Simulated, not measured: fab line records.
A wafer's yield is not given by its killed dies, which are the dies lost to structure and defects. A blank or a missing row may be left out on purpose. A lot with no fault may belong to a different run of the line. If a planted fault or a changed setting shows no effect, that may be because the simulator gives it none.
Chamber matching | flow nandHarc | rieDiel-07 running NHARC_A_BLC_DESCUM_15: 4 sister chambers
The step chemistry O2, time 3 s. 20 wafers are shown with their chamber, then 10 later ones without.

== WAFERS PAIRED WITH THEIR CHAMBERS ==
wafer  | chamber | drypumpMotorCurrentA (A) | oesProductAu (a.u.) | throttleValvePct (%)
L078.3 | 0       | 6.2                      | 0.997               | 11.308
L078.5 | 2       | 5.8                      | 0.992               | 11.323
L078.6 | 3       | 5.6                      | 1.011               | 11.304
L082.1 | 2       | 5.8                      | 0.998               | 11.325
L082.3 | 1       | 6.2                      | 0.996               | 11.311
L082.4 | 0       | 6.2                      | 1.000               | 11.301
L082.2 | 3       | 5.6                      | 1.019               | 11.310
L082.5 | 2       | 5.8                      | 1.003               | 11.312
L082.6 | 1       | 6.2                      | 0.988               | 11.293
L084.1 | 1       | 6.1                      | 0.978               | 11.310
L084.2 | 3       | 5.6                      | 1.012               | 11.312
L084.4 | 0       | 6.2                      | 1.008               | 11.309
L085.1 | 2       | 5.8                      | 1.005               | 11.319
L085.2 | 3       | 5.6                      | 1.020               | 11.299
L085.3 | 0       | 6.2                      | 0.993               | 11.299
L087.1 | 0       | 6.2                      | 1.003               | 11.306
L087.4 | 3       | 5.6                      | 1.019               | 11.307
L087.6 | 3       | 5.6                      | 1.017               | 11.306
L088.1 | 2       | 5.8                      | 0.995               | 11.315
L088.2 | 3       | 5.6                      | 1.005               | 11.306

SIGNATURES (means of the wafers above)
reading              | chamber 0 | chamber 1 | chamber 2 | chamber 3 | scatter within a chamber
drypumpMotorCurrentA | 6.200     | 6.167     | 5.800     | 5.600     | 0.0204
oesProductAu         | 1.00020   | 0.98733   | 0.99860   | 1.01471   | 0.0061
throttleValvePct     | 11.30460  | 11.30467  | 11.31880  | 11.30629  | 0.00561
Rule: for each reading, subtract the chamber's mean from the wafer's reading, divide by that reading's scatter and square the result; add these up over the readings and take the root, which gives the wafer's distance from the chamber. The wafer belongs to the nearest chamber; if the next one is less than 2 further off, it can't be placed. How the scatter is found: for the shown wafers, subtract from each reading the mean of its chamber, square and add these, divide the total by (wafers less chambers), then take the root.

== WAFERS MISSING THEIR CHAMBER ==
wafer  | drypumpMotorCurrentA (A) | oesProductAu (a.u.) | throttleValvePct (%)
L088.4 | 6.2                      | 0.983               | 11.312
L089.2 | 6.2                      | 1.015               | 11.317
L089.3 | 5.8                      | 0.989               | 11.331
L089.5 | 6.2                      | 1.005               | 11.312
L091.2 | 5.8                      | 0.994               | 11.303
L091.4 | 6.2                      | 0.993               | 11.320
L091.5 | 6.1                      | 0.987               | 11.324
L094.1 | 6.2                      | 1.014               | 11.308
L094.3 | 6.2                      | 0.990               | 11.309
L094.5 | 5.5                      | 1.025               | 11.301

== WHICH CHAMBER EACH ONE RAN IN ==
wafer  | from the rows above     | in truth
L088.4 | can't be placed: 1 or 0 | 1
L089.2 | 0                       | 0
L089.3 | 2                       | 2
L089.5 | 0                       | 0
L091.2 | 2                       | 2
L091.4 | can't be placed: 0 or 1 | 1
L091.5 | can't be placed: 1 or 0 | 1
L094.1 | 0                       | 0
L094.3 | can't be placed: 0 or 1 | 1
L094.5 | 3                       | 3
6 of 10 placed correctly. Unplaceable from these rows: 4, with the true chamber sitting among the candidates in 4. Placed wrongly: 0.
